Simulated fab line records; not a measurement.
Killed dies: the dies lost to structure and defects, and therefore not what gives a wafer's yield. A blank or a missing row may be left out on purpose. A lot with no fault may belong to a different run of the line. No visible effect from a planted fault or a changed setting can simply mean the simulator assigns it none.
The same fault as seen by 2 desks :: flow n5_finfet :: every desk sees just its own numbers, and what lay behind them comes last

THE METROLOGY DESK
What the gauges read, lot by lot, whatever tool the lot ran on: means of the sampled wafers that have a number. If a lot's mean is further than 4 standard deviations from the usual mean, the lot is out of limits and carries the mark OUT (the distance appears in the brackets). It has 10 readings; the 7 that lie furthest out on some lot are the ones shown.
Columns: A = DIBL_N at N5_BEOL_M4_RC_MEAS_101, usual 36.4 mV/V; B = DIBL_P at N5_BEOL_M4_RC_MEAS_101, usual 36.3 mV/V; C = IOFF_N at N5_BEOL_M4_RC_MEAS_101, usual 0.17 nA/um; D = ION_P at N5_BEOL_M4_RC_MEAS_101, usual 464 uA/um; E = SS_P at N5_BEOL_M4_RC_MEAS_101, usual 73.3 mV/dec; F = VT_N at N5_BEOL_M4_RC_MEAS_101, usual 250 mV; G = VT_P at N5_BEOL_M4_RC_MEAS_101, usual -249 mV
lot: L884
first seen here: day 10 17:10
A: 36.1
B: 36.0
C: 0.17
D: 479
E: 73.2
F: 246
G: -242

lot: L887
first seen here: day 11 07:48
A: 38.9
B: 39.7
C: 0.23
D: 463
E: 74.4
F: 247
G: -248

lot: L886
first seen here: day 11 09:36
A: 38.0
B: 36.9
C: 0.22
D: 458
E: 73.6
F: 249
G: -250

lot: L899
first seen here: day 14 05:37
A: 37.2
B: 37.6
C: 0.19
D: 471
E: 73.5
F: 246
G: -246

lot: L901
first seen here: day 14 20:07
A: 36.4
B: 36.3
C: 0.18
D: 467
E: 73.0
F: 249
G: -248

lot: L903
first seen here: day 15 13:37
A: 35.2
B: 35.3
C: 0.14
D: 464
E: 72.5
F: 252
G: -251
This desk's verdict: no lot among the 6 shows anything out of limits.

AT THE TOOL OWNER'S DESK: cmp-02
The tool's own readings at N5_BEOL_M1_CMP_52 (polishes, stops on SiOC, t overpolish 6.8 s, target thk 40 nm): means of the sampled wafers that have a number, for each lot that ran on this tool. If a lot's mean is further than 4 standard deviations from the usual mean, the lot is out of limits and carries the mark OUT (the distance appears in the brackets).
Columns: A = barrier_field_endpoint_s at N5_BEOL_M1_CMP_52, usual 24.9 s; B = motor_current_A at N5_BEOL_M1_CMP_52, usual 6.1 A; C = overpolish_run_s at N5_BEOL_M1_CMP_52, usual 6.800 s; D = slurry_filter_dp_kPa at N5_BEOL_M1_CMP_52, usual 13.49 kPa; E = time_to_endpoint_s at N5_BEOL_M1_CMP_52, usual 63 s
lot: L884
first seen here: day 8 07:13
A: 25.0
B: 5.9
C: 6.805
D: 13.46
E: 65

lot: L886
first seen here: day 8 14:36
A: 18.9 (-8.3) OUT
B: 6.5
C: 6.804
D: 13.54
E: 50

lot: L887
first seen here: day 9 04:07
A: 17.8 (-9.8) OUT
B: 6.0
C: 6.803
D: 13.50
E: 46 (-5.2) OUT
This desk finds L886, L887 out of limits, L886 being first, at day 8 14:36 (barrier_field_endpoint_s at N5_BEOL_M1_CMP_52). In limits: L884.

BROUGHT TOGETHER
On L886, L887, at day 8 14:36, an alarm was possible from the tool owner's desk.
The metrology desk saw nothing out of limits.
The metrology desk holds a record of L886, L887, inside its limits.
N5_BEOL_M1_CMP_52 was run on cmp-02 by each of the lots named.

WHAT THE SIMULATOR HAD INSERTED
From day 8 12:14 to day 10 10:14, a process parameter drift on cmp-02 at N5_BEOL_M1_CMP_52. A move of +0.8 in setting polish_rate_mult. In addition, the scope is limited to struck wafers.
Lots struck among those shown: L886, L887.
Hours from the fault's start to each desk's first reading out of limits: the tool owner's desk, 2.
